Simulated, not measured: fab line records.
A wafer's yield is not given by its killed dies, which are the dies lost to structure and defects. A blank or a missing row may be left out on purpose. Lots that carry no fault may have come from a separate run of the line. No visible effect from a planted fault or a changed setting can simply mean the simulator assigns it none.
fab line records	flow nand-harc
record lots=14	wafers=42	last-day=23
route steps=1159 shown A_M1@1053 THIN_TSV@1126
lots that met no fault: from a run of the same line without faults
start-h: hours from the record's first day to the start of the lot's first wafer shown	wait-h: hours elapsed since this lot's preceding step	" same as the row above	L1.1+2: several wafers, shown together as one row	- no value, or no start was given	* or withheld: withheld	< > ~ a bound
route shown NAME@n: names a module that has steps shown in the file, with the first one's number in the route	usual: mean/standard deviation of fault-free wafers	same: alike in all rows	chamber/n: place in a boat	sites: readings site by site	_std_site: the values' standard deviation	_edge_site: mean of outer sites minus mean of inner sites	radius-mm: how far each site lies from the wafer's centre	mask NAME#n: copy n	behind: tool/chamber where the wafer was last shaped	hold: the reason the lot was held/the length of the hold in hours/how it ended	device: whichever transistor did not switch (one of n, p or np)	end of line: the route-end tests of the same wafers	a step given without rows: its recipe and nothing more	killed: count of dies lost to structure and defects at first sort (not the wafer's yield)	map: shows each die of a wafer: x if killed, . if not, _ if none is there
set.NAME: setting as actually run; set.NAME@STEP: the setting as run at that earlier step	model.NAME: the simulator's own value behind a step, which no gauge read
steps of the route over a sample of lots; a table a step, a row a wafer
services: from which hour (start-h, from the record's first day; less than 0 if before it) a tool's chamber was out of use, for how many hours, and why
## steps
# step NHARC_A_M1_THK_MEAS_24
# recipe thk-meas-gauge=xrf
# usual thk-nm=154.3/1.5
lot.wafer	tool	chamber	start-h	wait-h	thk-nm
L808.1	film-metro-01	-	411.84	-	154.6
L808.2	"	-	"	"	154.8
L808.5	"	-	"	"	151.3
L809.2	film-metro-02	-	423.60	-	157.4
L809.3	"	-	"	"	151.9
L809.5	"	-	"	"	155.3
L812.2	film-metro-01	-	426.89	-	152.9
L812.3	"	-	"	"	152.5
L812.5	"	-	"	"	156.2
L810.2	film-metro-02	-	427.82	-	155.1
L810.4	"	-	"	"	153.4
L810.5	"	-	"	"	156.8
L813.2	film-metro-02	-	448.37	-	155.0
L813.3	"	-	"	"	156.2
L813.6	"	-	"	"	152.3
L815.1	film-metro-01	-	452.85	-	153.5
L815.2	"	-	"	"	153.2
L815.4	"	-	"	"	154.0
L816.1	film-metro-01	-	455.00	-	153.8
L816.3	"	-	"	"	151.4
L816.5	"	-	"	"	154.2
L817.1	film-metro-02	-	455.34	-	154.8
L817.3	"	-	"	"	152.5
L817.5	"	-	"	"	151.7
L819.1	film-metro-01	-	472.30	-	154.6
L819.4	"	-	"	"	152.3
L819.5	"	-	"	"	154.5
L821.2	film-metro-02	-	473.51	-	153.2
L821.4	"	-	"	"	153.8
L821.5	"	-	"	"	151.4
L822.2	film-metro-01	-	503.69	-	154.3
L822.3	"	-	"	"	153.5
L822.6	"	-	"	"	153.7
L823.1	film-metro-01	-	510.61	-	156.7
L823.2	"	-	"	"	157.7
L823.5	"	-	"	"	157.0
L826.1	film-metro-02	-	516.55	-	154.8
L826.3	"	-	"	"	156.7
L826.4	"	-	"	"	156.0
L830.2	film-metro-02	-	525.63	-	155.8
L830.4	"	-	"	"	154.4
L830.5	"	-	"	"	158.5
# step NHARC_THIN_TSV_STRIP_62
# recipe power-w=1500	temp-c=250	time-s=20	chemistry=N2/H2
# usual drypump-motor-current-A=6.2/0.33	heater-power-w=322/41	temp-c=250.05/0.17
lot.wafer	tool	chamber	start-h	wait-h	drypump-motor-current-A	heater-power-w	rf-hours-counter-h	temp-c
L808.1	plasma-asher-01	0	433.80	-	6.5	369	48	249.99
L808.2	"	1	"	"	6.5	321	48	249.93
L808.5	"	1	"	"	6.5	306	-	250.03
L809.2	plasma-asher-01	1	447.21	-	6.5	316	54	250.06
L809.3	"	1	"	"	6.5	318	-	250.11
L809.5	"	0	"	"	6.5	368	-	249.95
L812.2	plasma-asher-01	1	448.25	-	6.5	325	54	250.11
L812.3	"	0	"	"	6.5	374	-	250.01
L812.5	"	0	"	"	6.5	373	-	249.90
L810.2	plasma-asher-01	1	451.23	-	6.5	312	55	250.24
L810.4	"	0	"	"	6.5	372	-	249.86
L810.5	"	1	"	"	6.5	306	-	250.01
L813.2	plasma-asher-02	1	471.84	-	6.1	304	40	250.11
L813.3	"	0	"	"	5.7	264	-	250.14
L813.6	"	0	"	"	5.7	273	-	250.11
L815.1	plasma-asher-02	0	474.12	-	5.7	267	41	249.90
L815.2	"	1	"	"	6.1	294	41	250.25
L815.4	"	1	"	"	6.1	294	-	250.41
L816.1	plasma-asher-01	1	475.63	-	6.5	339	4	250.32
L816.3	"	0	"	"	6.5	364	-	249.91
L816.5	"	1	"	"	6.5	334	-	250.37
L817.1	plasma-asher-02	1	477.81	-	6.1	306	43	249.77
L817.3	"	0	"	"	5.7	268	-	250.38
L817.5	"	1	"	"	6.1	297	-	249.94
L819.1	plasma-asher-01	0	494.21	-	6.5	383	10	249.70
L819.4	"	0	"	"	6.5	383	-	249.92
L819.5	"	1	"	"	6.5	330	-	250.07
L821.2	plasma-asher-02	0	496.50	-	5.6	262	48	249.61
L821.4	"	1	"	"	6.1	296	-	250.14
L821.5	"	0	"	"	5.7	260	-	249.75
L822.2	plasma-asher-01	0	521.41	-	6.5	388	16	250.07
L822.3	"	1	"	"	6.5	329	-	250.17
L822.6	"	0	"	"	6.5	385	-	249.92
L823.1	plasma-asher-02	1	529.38	-	6.1	305	58	250.09
L823.2	"	0	"	"	5.7	264	58	249.87
L823.5	"	1	"	"	6.1	298	-	250.28
L826.1	plasma-asher-01	0	537.37	-	6.5	384	23	250.21
L826.3	"	1	"	"	6.5	336	-	250.14
L826.4	"	0	"	"	6.5	376	-	249.71
L830.2	plasma-asher-01	0	547.09	-	6.5	388	32	249.90
L830.4	"	0	"	"	6.5	388	-	250.02
L830.5	"	1	"	"	6.5	326	-	249.81
# step NHARC_THIN_TSV_ETCH_59
# recipe target-depth-a=8800	icp-w=900	bias-w=100	Cl2_flow_sccm=60	bcl3-flow-sccm=30	time-s=138.1	chemistry=Cl2/BCl3
# usual bcl3-flow-sccm=29.99/0.09	drypump-motor-current-A=5.7/0.57	oes-product-au=1.001/0.014	run-length-s=159.5/0.45	throttle-valve-pct=22.264/0.0099
lot.wafer	tool	chamber	start-h	wait-h	bcl3-flow-sccm	drypump-motor-current-A	oes-product-au	rf-hours-counter-h	run-length-s	throttle-valve-pct
L808.2	rie-metal-01	0	437.57	0.1	30.06	5.3	0.983	2.6	159.8	22.265
L808.1	"	1	"	"	29.90	6.0	0.980	2.6	159.1	22.270
L808.5	"	0	"	"	30.11	5.3	0.979	-	159.7	22.261
L809.2	rie-metal-03	0	450.85	0.2	29.90	4.8	1.001	5.8	159.3	22.246
L809.3	"	1	"	"	30.04	6.4	1.011	-	158.8	22.290
L809.5	"	1	"	"	30.07	6.3	1.014	-	158.9	22.260
L812.2	rie-metal-02	0	452.11	0.1	30.08	6.0	1.017	1.3	160.2	22.261
L812.3	"	0	"	"	30.15	6.0	1.020	-	160.5	22.273
L812.5	"	1	"	"	29.96	5.9	1.025	-	159.5	22.270
L810.2	rie-metal-01	1	455.09	0.1	29.89	6.0	0.993	3.4	159.3	22.268
L810.4	"	0	"	"	30.03	5.3	0.976	-	160.1	22.267
L810.5	"	0	"	"	29.90	5.3	0.980	-	159.7	22.263
L813.2	rie-metal-02	1	475.46	0.1	29.98	6.0	1.021	1.8	159.3	22.263
L813.3	"	1	"	"	29.92	6.0	1.016	-	159.7	22.250
L813.6	"	1	"	"	29.91	5.9	1.013	-	159.8	22.260
L815.1	rie-metal-03	1	477.79	0.1	30.13	6.3	1.016	0.5	159.2	22.242
L815.2	"	0	"	"	29.91	4.8	1.007	0.5	159.7	22.263
L815.4	"	0	"	"	29.83	4.9	1.008	-	159.4	22.256
L816.1	rie-metal-01	0	479.30	0.1	29.98	5.3	0.988	4.2	159.9	22.254
L816.3	"	1	"	"	29.94	6.0	0.978	-	159.3	22.264
L816.5	"	0	"	"	29.84	5.3	0.986	-	159.7	22.258
L817.1	rie-metal-01	1	481.46	0.2	30.07	6.0	0.991	4.4	159.7	22.264
L817.3	"	1	"	"	30.01	6.0	0.999	-	159.3	22.258
L817.5	"	0	"	"	29.90	5.3	0.986	-	160.2	22.282
L819.1	rie-metal-03	1	497.77	0.1	30.09	6.3	0.993	1.0	159.0	22.260
L819.4	"	0	"	"	29.96	4.8	0.996	-	159.7	22.287
L819.5	"	0	"	"	30.05	4.8	0.997	-	159.1	22.273
L821.2	rie-metal-02	1	499.96	0.1	30.07	5.9	1.002	2.8	160.1	22.271
L821.4	"	0	"	"	30.04	6.0	0.998	-	160.3	22.269
L821.5	"	0	"	"	30.16	6.0	0.988	-	160.3	22.273
L822.2	rie-metal-03	1	525.24	0.1	29.92	6.3	1.007	2.0	159.0	22.262
L822.3	"	0	"	"	29.92	4.8	1.000	-	159.1	22.269
L822.6	"	1	"	"	29.84	6.3	1.014	-	159.3	22.254
L823.1	rie-metal-03	1	532.98	0.1	29.95	6.3	1.014	2.2	158.8	22.260
L823.2	"	0	"	"	30.09	4.8	1.006	2.2	159.2	22.273
L823.5	"	0	"	"	29.93	4.8	1.010	-	159.3	22.263
L826.1	rie-metal-03	1	540.93	0.1	30.02	6.4	1.001	2.5	158.8	22.263
L826.3	"	1	"	"	29.96	6.3	1.009	-	159.6	22.269
L826.4	"	0	"	"	30.03	4.8	0.994	-	134.5	22.272
L830.2	rie-metal-03	1	550.96	0.1	29.84	6.3	1.010	2.7	158.8	22.271
L830.4	"	0	"	"	30.01	4.8	1.008	-	134.3	22.252
L830.5	"	0	"	"	29.86	4.8	1.000	-	134.8	22.241
# step NHARC_THIN_TSV_ETCH_36
# recipe target-depth-a=650	over-etch-frac=0.3	time-s=18.571	ion-energy-ev=150	chemistry=Cl2/BCl3
# usual drypump-motor-current-A=5.7/0.56	oes-product-au=1.002/0.013	run-length-s=39.9/0.44
lot.wafer	tool	chamber	start-h	wait-h	drypump-motor-current-A	oes-product-au	rf-hours-counter-h	run-length-s
L808.1	rie-metal-01	0	437.83	0.2	5.3	0.981	2.8	40.2
L808.2	"	1	"	"	6.0	0.979	2.8	39.6
L808.5	"	1	"	"	6.0	0.982	-	40.1
L809.2	rie-metal-03	0	451.07	0.2	4.8	1.011	5.9	40.3
L809.3	"	1	"	"	6.3	1.018	-	39.6
L809.5	"	1	"	"	6.3	1.007	-	39.2
L812.2	rie-metal-02	0	452.38	0.2	6.0	1.017	1.4	40.6
L812.3	"	1	"	"	5.9	1.013	-	40.3
L812.5	"	0	"	"	6.0	1.012	-	40.6
L810.2	rie-metal-01	1	455.32	0.2	6.0	0.971	3.5	39.8
L810.4	"	0	"	"	5.3	0.982	-	40.3
L810.5	"	1	"	"	6.0	0.980	-	39.8
L813.2	rie-metal-02	1	475.72	0.2	5.9	1.015	1.9	40.1
L813.3	"	1	"	"	5.9	1.008	-	39.8
L813.6	"	0	"	"	6.0	1.009	-	40.9
L815.1	rie-metal-03	1	478.05	0.2	6.3	0.995	0.7	39.6
L815.2	"	0	"	"	4.9	0.997	0.7	39.5
L815.4	"	0	"	"	4.8	0.998	-	39.9
L816.1	rie-metal-01	1	479.57	0.2	6.0	0.980	4.3	39.6
L816.3	"	0	"	"	5.3	0.986	-	40.1
L816.5	"	1	"	"	6.0	0.982	-	40.2
L817.1	rie-metal-01	1	481.68	0.2	6.0	0.988	4.5	40.2
L817.3	"	0	"	"	5.3	0.989	-	40.1
L817.5	"	0	"	"	5.3	0.989	-	40.1
L819.1	rie-metal-03	0	498.00	0.2	4.8	1.015	1.2	39.7
L819.4	"	1	"	"	6.3	1.017	-	39.8
L819.5	"	0	"	"	4.8	1.010	-	39.5
L821.2	rie-metal-02	1	500.23	0.2	6.0	1.009	2.9	40.7
L821.4	"	1	"	"	6.0	1.003	-	39.9
L821.5	"	1	"	"	5.9	0.999	-	39.9
L822.2	rie-metal-03	1	525.46	0.2	6.3	1.000	2.2	39.5
L822.3	"	1	"	"	6.3	1.005	-	39.2
L822.6	"	1	"	"	6.3	0.997	-	39.2
L823.2	rie-metal-03	0	533.24	0.2	4.8	0.991	2.4	40.0
L823.1	"	1	"	"	6.3	1.004	2.4	39.3
L823.5	"	1	"	"	6.3	1.002	-	39.2
L826.1	rie-metal-03	1	541.19	0.2	6.3	1.013	2.6	39.3
L826.3	"	1	"	"	6.4	1.010	-	39.5
L826.4	"	0	"	"	4.9	1.001	-	40.0
L830.2	rie-metal-03	1	551.22	0.2	6.3	1.021	2.9	39.2
L830.4	"	0	"	"	4.9	0.996	-	40.1
L830.5	"	0	"	"	4.9	1.009	-	39.6
## services
tool	chamber	start-h	hours	kind
rie-metal-03	1	413.25	17.0	repair
rie-metal-03	-	453.00	9.0	pm
rie-metal-03	0	453.00	9.0	vent-cycle
rie-metal-03	1	453.00	9.0	vent-cycle
plasma-asher-01	-	453.05	9.0	pm
plasma-asher-01	0	453.05	9.0	vent-cycle
plasma-asher-01	1	453.05	9.0	vent-cycle
rie-metal-03	0	462.00	-	clean
rie-metal-03	1	462.00	-	clean
plasma-asher-01	0	462.05	-	clean
plasma-asher-01	1	462.05	-	clean
rie-metal-02	1	492.98	2.1	repair
rie-metal-01	-	509.00	9.0	pm
rie-metal-01	0	509.00	9.0	vent-cycle
rie-metal-01	1	509.00	9.0	vent-cycle
rie-metal-01	0	518.00	-	clean
rie-metal-01	1	518.00	-	clean
rie-metal-01	1	519.81	15.0	repair
plasma-asher-02	-	537.02	9.0	pm
plasma-asher-02	0	537.02	9.0	vent-cycle
plasma-asher-02	1	537.02	9.0	vent-cycle
plasma-asher-02	0	546.02	-	clean
plasma-asher-02	1	546.02	-	clean
plasma-asher-01	-	548.32	18.6	repair
## key
first-sign step=NHARC_THIN_TSV_ETCH_59	reading=run-length-s	direction=down	sigmas=55	usual=*	struck=*
effect none on later readings
met-at NHARC_THIN_TSV_ETCH_59
struck-lots L826,L830
struck-wafers L826.4,L830.4,L830.5
later-rows-left-out L826.4,L830.4,L830.5
sort-left-out L826.4,L830.4,L830.5
not-acting-at NHARC_A_M1_THK_MEAS_24,NHARC_THIN_TSV_STRIP_62,NHARC_THIN_TSV_ETCH_36
onset-between 532.98 540.93
fault kind=process-parameter-drift	tool=rie-metal-03	chamber=0	onset-h=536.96	steps=NHARC_THIN_TSV_ETCH_59	channel=time-s	offset=*	shape=step	end-h=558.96	acts-in=*	stated=*
# sort-left-out: the simulated sort isn't trusted on such a fault, so these wafers' sort isn't shown, and their yield isn't known
# later-rows-left-out: the simulator's readings of these wafers behind a module that went badly wrong aren't trusted and aren't shown, but for the sort
